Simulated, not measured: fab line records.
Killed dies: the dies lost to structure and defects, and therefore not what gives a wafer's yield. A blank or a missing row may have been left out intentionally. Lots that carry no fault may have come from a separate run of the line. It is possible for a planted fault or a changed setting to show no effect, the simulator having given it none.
A struck lot beside a sound one    flow n5 finfet    18 steps out of a route of 1938
Sound: these wafers, L241.2, L241.3, L241.5. Wafers L256.2, L256.5, L256.6 were the ones struck. The cause is named last.
Per side, at each step with rows, come the tool, then ch with its chambers, and then its first start. Under that, the readings that differ: sound wafers    struck wafers    difference of the means    sigmas: that difference in standard deviations of wafers without a fault.
alike: words and numbers the same on both sides, and readings whose means are apart by under 2 such deviations; not compared: readings that were withheld, readings missing a value for some wafer, numbers with overlapping values and no deviation given by the record, and bounds like >300 which may hide the same value.
A row with sigmas, a row that says differs or no value, or rows on one side alone: a step with any of these is where the two part. When numbers do not overlap yet have no deviation, they are printed without sigmas and do not part them. Lack of a reading on every wafer of one side parts them only where that side has two or more wafers.

N5_BEOL_M10_ETCH_61: etches SiARC in CF4, target depth 39 nm, time 65 s.
  sound on rie diel-02 ch 0,3, day 11 05:34; struck on rie diel-05 ch 0,1, day 15 04:34
  alike: drypump motor current A, etch rf on time s, oes product au, rf vpp V, showerhead plenum p Torr, throttle valve pct
  not compared: rf hours counter h
N5_BEOL_M10_ETCH_62: etches SOC in N2/H2, target depth 110 nm, overetch 22 nm, time 165 s.
  sound on rie diel-02 ch 0,3, day 11 05:37; struck on rie diel-05 ch 0,1, day 15 04:37
  alike: drypump motor current A, oes product au, rf vpp V, showerhead plenum p Torr, throttle valve pct
  not compared: rf hours counter h
then, 1 step without rows for these wafers: N5_BEOL_M10_STRIP_68 (strips in N2/H2).
N5_BEOL_M10_STRIP_67: strips in CF4.
  sound on rie diel-02 ch 0,3, day 11 05:46; struck on rie diel-05 ch 0,1, day 15 04:45
  alike: drypump motor current A, oes product au, rf vpp V, showerhead plenum p Torr, throttle valve pct
  not compared: rf hours counter h
N5_BEOL_M10_HM_OPEN_17: chemistry Cl2/BCl3, target TiN, target depth 20 nm, overetch 6 nm.
  sound on rie metal-02 ch 0,1, day 11 05:49; struck on rie metal-03 ch 0,1, day 15 04:47
  alike: drypump motor current A, oes product au, throttle valve pct
  not compared: rf hours counter h
N5_BEOL_M10_STRIP_19: strips in O2.
  sound on rie diel-02 ch 0,1,3, day 11 05:55; struck on rie diel-05 ch 1,2, day 15 05:06
  alike: drypump motor current A, oes product au, rf vpp V, showerhead plenum p Torr, throttle valve pct
  not compared: rf hours counter h
N5_BEOL_M10_CD_MEAS_18: pitch 140 nm, target cd 70 nm.
  sound: cd sem-01 at day 11 05:59; struck: cd sem-02 at day 15 05:10
  alike: cd nm
then, 5 steps without rows for these wafers: N5_BEOL_M10_COAT_63 (time 60 s, resist thk 100 nm); N5_BEOL_M10_COAT_64 (time 60 s, resist thk 30 nm); N5_BEOL_M10_COAT_22 (resist thk 90 nm); N5_BEOL_M10_EBR_24; N5_BEOL_M10_SOFTBAKE_23 (time 60 s).
N5_BEOL_M10_EXPOSE_25: exposes mask V9.
  sound on arfi scanner-03 ch 0, day 11 06:47; struck on arfi scanner-03 ch 0, day 15 06:16
reading               sound              struck             difference  sigmas
exposure dose mJ cm2  85.44 85.53 85.30  81.37 81.44 81.31  -4.05       -42
  alike: mask, stage vel mm s
then, 2 steps without rows for these wafers: N5_BEOL_M10_PEB_26 (peb time 60 s); N5_BEOL_M10_DEVELOP_27 (develop time 30 s).
N5_BEOL_M10_CD_MEAS_28: target cd 70 nm.
  sound on cd sem-02 ch 0, day 11 06:55; struck on cd sem-02 ch 0, day 15 06:23
reading     sound           struck          difference  sigmas
cd nm (nm)  69.9 70.1 71.0  66.3 64.5 65.7  -4.8        -5
N5_BEOL_M10_OVL_MEAS_29:
  sound on overlay-01 ch 0, day 11 06:56; struck on overlay-01 ch 0, day 15 06:25
  alike: V9_OVL
-- record jumps: 2 days separate the struck wafers' starts on either side; left off in module BEOL_M10, taken up again in module PASSIVATION, whose first shown step is the route's number 1936 --
N5_PASSIVATION_PROBE_49:
  record: rows for the struck wafers here (prober-01, day 17 15:26), none for the sound ones

WHERE THEY PART
Last at N5_PASSIVATION_PROBE_49 as far as this record goes, first at N5_BEOL_M10_EXPOSE_25.

WHY: the cause the simulator had injected
Process parameter drift: arfi scanner-03, from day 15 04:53 on, at N5_BEOL_M10_EXPOSE_25. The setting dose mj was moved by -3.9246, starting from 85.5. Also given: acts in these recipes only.
